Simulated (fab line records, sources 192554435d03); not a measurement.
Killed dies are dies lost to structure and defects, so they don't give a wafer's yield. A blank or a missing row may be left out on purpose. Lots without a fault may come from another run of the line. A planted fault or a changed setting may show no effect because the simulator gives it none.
Split-lot experiment | flow n5_finfet | 7 lots, 39 wafers read, on a route of 1938 steps

THE SPLIT
At N5_BEOL_M9_HM_DEP_02 (deposits TiN, target thk 20 nm), the setting target_thk_a was moved away from the recipe's 200 angstrom on 15 of the 39 wafers read, by -29.8% to +25.8%. The other wafers ran this setting at the recipe's value.

FROM THE SPLIT TO THE READING: what the file shows between them, 4 steps
- N5_BEOL_M9_COAT_59: time 60 s, resist thk 100 nm
- N5_BEOL_M9_COAT_60: time 60 s, resist thk 30 nm
- N5_BEOL_M9_STRIP_68: strips in N2/H2
- N5_BEOL_M9_STRIP_67: strips in CF4

THE READING
etch.depth_nm (the simulator's own value, which no gauge read), in nm, at N5_BEOL_M9_HM_OPEN_17 (chemistry Cl2/BCl3, target TiN, target depth 20 nm, overetch 6 nm). The file gives no usual value for it. The 24 wafers here that ran the recipe average 19.87 nm, standard deviation 0.27 nm.

wafer  | tool, chamber at the split | target_thk_a as run, angstrom | against the recipe | etch.depth_nm, nm | against lot-mates on the recipe
L085.2 | pvd_sputter-03, -          | 200                           | recipe             | 19.5              | -
L085.3 | pvd_sputter-03, -          | 200                           | recipe             | 19.43             | -
L085.6 | pvd_sputter-03, -          | 200                           | recipe             | 19.36             | -
L087.1 | pvd_sputter-02, -          | 200                           | recipe             | 19.65             | -
L087.2 | pvd_sputter-02, -          | 200                           | recipe             | 19.85             | -
L087.3 | pvd_sputter-02, -          | 200                           | recipe             | 20.07             | -
L087.4 | pvd_sputter-02, -          | 152.7                         | -23.7%             | 15.15             | -4.71
L087.5 | pvd_sputter-02, -          | 152.7                         | -23.7%             | 14.9              | -4.96
L087.6 | pvd_sputter-02, -          | 152.7                         | -23.7%             | 14.97             | -4.89
L088.1 | pvd_sputter-02, -          | 200                           | recipe             | 20.02             | -
L088.2 | pvd_sputter-02, -          | 200                           | recipe             | 19.81             | -
L088.3 | pvd_sputter-02, -          | 251.5                         | +25.8%             | 25                | +5.11
L088.4 | pvd_sputter-02, -          | 251.5                         | +25.8%             | 25.06             | +5.17
L088.5 | pvd_sputter-02, -          | 251.5                         | +25.8%             | 25.15             | +5.26
L088.6 | pvd_sputter-02, -          | 200                           | recipe             | 19.85             | -
L090.1 | pvd_sputter-03, -          | 140.3                         | -29.8%             | 13.83             | -5.85
L090.2 | pvd_sputter-03, -          | 200                           | recipe             | 19.66             | -
L090.3 | pvd_sputter-03, -          | 140.3                         | -29.8%             | 13.76             | -5.92
L090.4 | pvd_sputter-03, -          | 200                           | recipe             | 19.49             | -
L090.5 | pvd_sputter-03, -          | 200                           | recipe             | 19.88             | -
L090.6 | pvd_sputter-03, -          | 140.3                         | -29.8%             | 13.65             | -6.03
L089.1 | pvd_sputter-01, -          | 145.5                         | -27.2%             | 14.7              | -5.32
L089.3 | pvd_sputter-01, -          | 145.5                         | -27.2%             | 14.7              | -5.32
L089.2 | pvd_sputter-01, -          | 200                           | recipe             | 20.1              | -
L089.4 | pvd_sputter-01, -          | 200                           | recipe             | 20.13             | -
L089.5 | pvd_sputter-01, -          | 200                           | recipe             | 19.83             | -
L089.6 | pvd_sputter-01, -          | 145.5                         | -27.2%             | 14.71             | -5.31
L093.1 | pvd_sputter-01, -          | 200                           | recipe             | 20.28             | -
L093.2 | pvd_sputter-01, -          | 200                           | recipe             | 20.43             | -
L093.3 | pvd_sputter-01, -          | 155.1                         | -22.5%             | 15.91             | -4.42
L093.4 | pvd_sputter-01, -          | 200                           | recipe             | 20.29             | -
L093.5 | pvd_sputter-01, -          | 155.1                         | -22.5%             | 15.87             | -4.46
L093.6 | pvd_sputter-01, -          | 155.1                         | -22.5%             | 15.62             | -4.71
L094.1 | pvd_sputter-03, -          | 200                           | recipe             | 20.07             | -
L094.2 | pvd_sputter-03, -          | 200                           | recipe             | 19.98             | -
L094.3 | pvd_sputter-03, -          | 200                           | recipe             | 19.84             | -
L094.4 | pvd_sputter-03, -          | 200                           | recipe             | 20                | -
L094.5 | pvd_sputter-03, -          | 200                           | recipe             | 19.7              | -
L094.6 | pvd_sputter-03, -          | 200                           | recipe             | 19.72             | -

THE FIT
A straight line over all 39 wafers: etch.depth_nm changes by +0.198 nm for each +1% of target_thk_a; r = +1.00; the points scatter about the line by 0.27 nm.
The same after taking each lot's own level away (the mean of its wafers on the recipe; 39 wafers): +0.2 nm for each +1%; r = +1.00; scatter 0.13 nm.
On that fit, the largest move of target_thk_a shifts the reading by 6 nm.
The lots' own levels span 19.430 to 20.333 nm, that is 3.3 times the standard deviation above.
So the lot-to-lot level changes the slope little: the two slopes agree.
Check: with one of the wafers moved furthest among these (-29.8%) left out of the fit, the line predicts -5.98 nm for it against its lot-mates. It came out at -5.85 nm against them.

THE WHOLE CHAIN: every reading that the file lists as answering this split, in the file's order
step                  | what it does                                                      | reading                                                                          | change (the file's fit)               | r (the file's)
N5_BEOL_M9_HM_DEP_02  | deposits TiN, target thk 20 nm                                    | TiN_of_BEOL_M9_HM_DEP_02.thk_nm (the simulator's own value, which no gauge read) | +0.199 nm for each +1% of the setting | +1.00
N5_BEOL_M9_HM_OPEN_17 | chemistry Cl2/BCl3, target TiN, target depth 20 nm, overetch 6 nm | etch.depth_nm (the simulator's own value, which no gauge read)                   | +0.2 nm for each +1% of the setting   | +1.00

THE FILE'S OWN FIT
etch.depth_nm changes by +0.2 nm for each +1% of target_thk_a, r = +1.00.
